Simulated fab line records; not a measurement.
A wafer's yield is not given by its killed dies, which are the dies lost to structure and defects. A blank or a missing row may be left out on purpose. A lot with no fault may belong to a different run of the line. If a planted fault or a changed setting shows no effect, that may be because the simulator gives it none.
Chamber matching || flow nandHarc || rieSi-05 running NHARC_A_DECK1_JOINT_ETCHBACK_00: 4 sister chambers
The step etches the open film in HBr, target depth 30 nm, time 17.4 s. 4 wafers are shown with their chamber, then 8 later ones without.

## WAFERS PAIRED WITH THEIR CHAMBERS
{"wafer": "L087.5", "chamber": 3, "drypumpMotorCurrentA (A)": 5.8}
{"wafer": "L089.2", "chamber": 2, "drypumpMotorCurrentA (A)": 5.5}
{"wafer": "L089.4", "chamber": 1, "drypumpMotorCurrentA (A)": 5.0}
{"wafer": "L091.2", "chamber": 0, "drypumpMotorCurrentA (A)": 5.5}

## WAFERS WHOSE CHAMBER IS MISSING
{"wafer": "L091.4", "drypumpMotorCurrentA (A)": 5.8}
{"wafer": "L091.5", "drypumpMotorCurrentA (A)": 5.5}
{"wafer": "L095.2", "drypumpMotorCurrentA (A)": 5.1}
{"wafer": "L095.4", "drypumpMotorCurrentA (A)": 5.5}
{"wafer": "L095.5", "drypumpMotorCurrentA (A)": 5.6}
{"wafer": "L096.2", "drypumpMotorCurrentA (A)": 5.5}
{"wafer": "L096.4", "drypumpMotorCurrentA (A)": 5.5}
{"wafer": "L096.6", "drypumpMotorCurrentA (A)": 5.5}

## THE CHAMBER EACH PASSED THROUGH
{"wafer": "L091.4", "from the rows above": 3, "in truth": 3}
{"wafer": "L091.5", "from the rows above": "can't be placed: 0 or 2", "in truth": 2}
{"wafer": "L095.2", "from the rows above": 1, "in truth": 1}
{"wafer": "L095.4", "from the rows above": "can't be placed: 0 or 2", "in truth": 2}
{"wafer": "L095.5", "from the rows above": "can't be placed: 0 or 2", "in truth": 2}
{"wafer": "L096.2", "from the rows above": "can't be placed: 0 or 2", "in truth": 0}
{"wafer": "L096.4", "from the rows above": "can't be placed: 0 or 2", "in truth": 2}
{"wafer": "L096.6", "from the rows above": "can't be placed: 0 or 2", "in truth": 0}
2 of 8 placed correctly. From these rows, 6 cannot be placed; in 6 the true chamber is one of the candidates. Number placed wrongly: 0.
How it was worked out, from the rows above alone: a wafer's distance from a chamber is the root of the sum, over the readings, of the square of ((its reading less the chamber's mean) divided by the reading's scatter). The wafer belongs to the nearest chamber; if the next one is less than 2 further off, it can't be placed. Each chamber's mean is taken over the wafers shown for it. The scatter: root of mean squared gap, hidden wafer to nearest shown wafer, with one shown wafer a chamber.
